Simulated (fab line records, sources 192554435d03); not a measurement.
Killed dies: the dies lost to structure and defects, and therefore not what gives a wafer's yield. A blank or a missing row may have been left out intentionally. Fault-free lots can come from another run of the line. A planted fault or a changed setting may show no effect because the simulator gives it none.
Chamber matching || flow n5_finfet || rie_diel-01 running N5_BEOL_M0_SAQP_ETCH_106: 4 sister chambers
The step etches SOC in N2/H2, stops on SiNx, target depth 150 nm. 4 wafers are shown with their chamber, then 9 later ones without.

WAFERS, EACH WITH ITS CHAMBER
{"wafer": "L079.6", "chamber": 2, "throttle_valve_pct (%)": 18.00}
{"wafer": "L080.5", "chamber": 3, "throttle_valve_pct (%)": 17.61}
{"wafer": "L082.1", "chamber": 1, "throttle_valve_pct (%)": 18.17}
{"wafer": "L082.6", "chamber": 0, "throttle_valve_pct (%)": 17.71}

WAFERS WITHOUT THEIR CHAMBER
{"wafer": "L085.1", "throttle_valve_pct (%)": 18.03}
{"wafer": "L085.2", "throttle_valve_pct (%)": 17.64}
{"wafer": "L085.6", "throttle_valve_pct (%)": 17.71}
{"wafer": "L086.3", "throttle_valve_pct (%)": 17.63}
{"wafer": "L086.5", "throttle_valve_pct (%)": 18.04}
{"wafer": "L086.6", "throttle_valve_pct (%)": 17.64}
{"wafer": "L093.1", "throttle_valve_pct (%)": 17.74}
{"wafer": "L093.4", "throttle_valve_pct (%)": 18.05}
{"wafer": "L093.5", "throttle_valve_pct (%)": 18.22}

WHICH CHAMBER EACH WENT THROUGH
{"wafer": "L085.1", "from the rows above": 2, "in truth": 2}
{"wafer": "L085.2", "from the rows above": "can't be placed: 3 or 0", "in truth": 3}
{"wafer": "L085.6", "from the rows above": 0, "in truth": 0}
{"wafer": "L086.3", "from the rows above": "can't be placed: 3 or 0", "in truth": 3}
{"wafer": "L086.5", "from the rows above": 2, "in truth": 2}
{"wafer": "L086.6", "from the rows above": "can't be placed: 3 or 0", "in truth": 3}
{"wafer": "L093.1", "from the rows above": 0, "in truth": 0}
{"wafer": "L093.4", "from the rows above": 2, "in truth": 2}
{"wafer": "L093.5", "from the rows above": 1, "in truth": 1}
6 of 9 placed correctly. Can't be placed from these rows: 3 (the true chamber is among the candidates in 3). Placed wrongly: 0.
How it was worked out, from the rows above alone: a wafer's distance from a chamber is the root of the sum, over the readings, of the square of ((its reading less the chamber's mean) divided by the reading's scatter). The wafer belongs to the nearest chamber; if the next one is less than 2 further off, it can't be placed. A chamber's mean is the mean of its shown wafers. The scatter: root of mean squared gap, hidden wafer to nearest shown wafer, with one shown wafer a chamber.
